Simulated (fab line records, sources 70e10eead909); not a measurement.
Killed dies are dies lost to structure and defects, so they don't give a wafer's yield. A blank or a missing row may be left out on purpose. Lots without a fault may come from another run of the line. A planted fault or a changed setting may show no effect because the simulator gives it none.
Chamber matching | flow nand_harc | NHARC_P_M2_STRIP_18 on rie_diel-05: 4 sister chambers
The step strips in N2/H2. 18 wafers are shown with their chamber, then 9 later ones without.

WAFERS WITH THEIR CHAMBER
wafer  | chamber | drypump_motor_current_A (A) | rf_vpp_V (V) | oes_product_au (a.u.)
L075.1 | 2       | 6.0                         | 87.6         | 1.001
L075.4 | 0       | 5.5                         | 91.2         | 0.989
L075.5 | 2       | 6.0                         | 91.6         | 0.996
L077.3 | 1       | 5.9                         | 90.1         | 1.003
L077.4 | 2       | 6.0                         | 88.8         | 0.998
L077.6 | 0       | 5.5                         | 91.0         | 0.999
L078.1 | 3       | 5.1                         | 90.3         | 1.004
L078.4 | 1       | 5.9                         | 91.0         | 0.998
L078.6 | 1       | 5.9                         | 91.7         | 1.000
L082.1 | 3       | 5.0                         | 89.7         | 1.000
L082.2 | 1       | 5.9                         | 90.9         | 1.019
L082.4 | 2       | 6.0                         | 91.2         | 1.002
L087.2 | 0       | 5.5                         | 91.9         | 0.999
L087.4 | 3       | 5.0                         | 89.8         | 0.999
L087.5 | 3       | 5.0                         | 90.3         | 1.003
L088.1 | 1       | 5.9                         | 91.5         | 1.005
L088.4 | 2       | 6.0                         | 89.5         | 1.001
L088.5 | 1       | 5.9                         | 91.5         | 1.002

SIGNATURES (means of the wafers above)
reading                 | chamber 0 | chamber 1 | chamber 2 | chamber 3 | scatter within a chamber
drypump_motor_current_A | 5.500     | 5.900     | 6.000     | 5.025     | 0.0231
rf_vpp_V                | 91.367    | 91.117    | 89.740    | 90.025    | 0.985
oes_product_au          | 0.99567   | 1.00450   | 0.99960   | 1.00150   | 0.00528
Rule: a wafer's distance from a chamber is the root of the sum, over the readings, of the square of ((its reading less the chamber's mean) divided by the reading's scatter). The wafer belongs to the nearest chamber; if the next one is less than 2 further off, it can't be placed. The scatter: the root of (the sum of the squares of (reading less its chamber's mean) over the shown wafers, divided by (wafers less chambers)).

WAFERS WITHOUT THEIR CHAMBER
wafer  | drypump_motor_current_A (A) | rf_vpp_V (V) | oes_product_au (a.u.)
L090.1 | 5.5                         | 91.0         | 0.999
L090.5 | 5.9                         | 90.6         | 1.008
L090.6 | 5.1                         | 88.8         | 1.003
L091.3 | 5.9                         | 89.6         | 1.006
L091.4 | 5.5                         | 93.4         | 1.008
L091.6 | 5.5                         | 91.0         | 1.007
L096.1 | 5.9                         | 90.7         | 1.002
L096.2 | 5.0                         | 89.2         | 0.995
L096.3 | 6.0                         | 89.3         | 1.009

WHICH CHAMBER EACH WENT THROUGH
wafer  | from the rows above | in truth
L090.1 | 0                   | 0
L090.5 | 1                   | 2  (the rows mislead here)
L090.6 | 3                   | 3
L091.3 | 1                   | 1
L091.4 | 0                   | 0
L091.6 | 0                   | 0
L096.1 | 1                   | 1
L096.2 | 3                   | 3
L096.3 | 2                   | 2
Placed correctly: 8 of 9. Can't be placed from these rows: 0. Placed wrongly: 1.
